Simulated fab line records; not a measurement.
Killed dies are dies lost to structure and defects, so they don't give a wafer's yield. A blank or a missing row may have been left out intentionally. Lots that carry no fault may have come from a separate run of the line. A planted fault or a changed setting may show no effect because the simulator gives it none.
A struck lot beside a sound one -- flow nandHarc -- 15 steps out of a route of 1302
Sound: the wafers L720.1, L720.3, L720.5. Struck: wafers L735.2, L735.6 (left out: L735.3, a lot-mate that was not struck); the cause follows at the end.
Per side, at each step with rows, come the tool, then ch with its chambers, and then its first start. Under that, the readings that differ: sound wafers -- struck wafers -- difference of the means -- sigmas: that difference in standard deviations of wafers without a fault.
alike: same words and numbers on both sides, and readings whose means sit less than 2 such deviations apart. not compared: any withheld reading, any reading some wafer has no value for, any bound like >300 that may hide the same value, and any number with overlapping values for which the record gives no deviation.
A row with sigmas, a row that says differs or no value, or rows on one side alone: a step with any of these is where the two part. Numbers that don't overlap but have no deviation are shown without sigmas and don't part them. A reading missing from all wafers of one side parts the sides only when that side holds two or more wafers.

first, 1 step without rows for these wafers: NHARC_A_CHANNEL_HOLE_D1_XSEM_31.
NHARC_A_CHANNEL_HOLE_D1_INSPECT_40:
  struck on defectInspect-02, day 17 01:34; sound on defectInspect-01, day 10 17:50
  alike: rawDefectCount
then, 2 steps without rows for these wafers: NHARC_A_CHANNEL_FILL_D1_PRECLEAN_00 (cleans in SC1); NHARC_A_CHANNEL_FILL_D1_SRD_01.
NHARC_A_CHANNEL_FILL_D1_ALD_02: deposits SiO2, target thk 6 nm, pulse time 10 s, ald cycles 60.
  sound on aldHk-03 ch 0,3, day 10 18:02; struck on aldHk-03 ch 2,3, day 17 01:45
  alike: heaterPowerW, precursorPulseHeightRel
then, 1 step without rows for these wafers: NHARC_A_CHANNEL_FILL_D1_ALD_03 (deposits SiNx, target thk 6 nm, pulse time 60 s, ald cycles 58).
NHARC_A_CHANNEL_FILL_D1_ALD_14: deposits SiO2, target thk 2.5 nm, pulse time 10 s, ald cycles 25.
  sound on aldHk-01 ch 0,1,2, day 11 01:08; struck on aldHk-01 ch 1,2, day 17 08:49
  alike: heaterPowerW, precursorPulseHeightRel
NHARC_A_CHANNEL_FILL_D1_ALD_15: deposits SiNx, target thk 2 nm, pulse time 60 s, ald cycles 19.
  sound: aldSinBatch-01 ch 0; struck: aldSinBatch-01 ch 0
  alike: precursorPulseHeightRel
NHARC_A_CHANNEL_FILL_D1_ALD_16: deposits SiO2, target thk 1.5 nm, pulse time 10 s, ald cycles 15.
  sound on aldHk-02 ch 1,3, day 11 06:16; struck on aldHk-02 ch 2,3, day 17 15:31
  alike: heaterPowerW, precursorPulseHeightRel
then, 2 steps without rows for these wafers: NHARC_A_CHANNEL_FILL_D1_ANNEAL_17 (time 1800 s); NHARC_A_CHANNEL_FILL_D1_CVD_18 (deposits poly-Si, target thk 3 nm).
NHARC_A_CHANNEL_FILL_D1_ETCHBACK_19: etches the open film in HBr/Cl2, target depth 5 nm, time 1.7 s.
  sound on rieSi-06 ch 1,2,3, day 11 19:44; struck on rieSi-03 ch 1,3, day 18 01:29
  alike: drypumpMotorCurrentA, oesProductAu, throttleValvePct
  not compared: rfHoursCounterH
NHARC_A_CHANNEL_FILL_D1_ETCHBACK_20: etches the open film in C4F8/O2/Ar, target depth 27 nm, time 13.5 s.
  sound on rieDiel-10 ch 0,1, day 11 19:51; struck on rieDiel-10 ch 1,3, day 18 01:37
reading,sound,struck,difference,sigmas
oesProductAu (a.u.),1.00 1.01 1.00,0.92 0.93,-0.08,-2
runLengthS (s),34.9 34.5 34.3,29.0 29.4,-5.4,-10
  alike: rfVppV
  not compared: rfHoursCounterH
then, 1 step without rows for these wafers: NHARC_A_CHANNEL_FILL_D1_STRIP_28 (strips in O2, time 20 s).
-- record jumps: 15 days between struck wafers' starts before vs after; left off in module A_CHANNEL_FILL_D1, resumes in module END, first step shown is number 1302 of the route --
NHARC_END_SORT_01:
  sound on prober-02 ch 0, day 27 13:43; struck on prober-01 ch 0, day 32 18:57
reading,sound,struck,difference,sigmas
killedAtArray,61 59 51,672 673,+616,+31
killedDies,64 60 52,677 677,+618,+31
  alike: killedAtOther, killedAtPeriphery, killedOpen, killedShort

== WHERE THEY PART ==
First at NHARC_A_CHANNEL_FILL_D1_ETCHBACK_20; last, within this record, at NHARC_END_SORT_01.

WHY: what had been put in by the simulator
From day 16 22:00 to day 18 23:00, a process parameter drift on rieDiel-10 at NHARC_A_CHANNEL_FILL_D1_ETCHBACK_20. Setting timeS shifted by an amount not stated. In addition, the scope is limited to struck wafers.
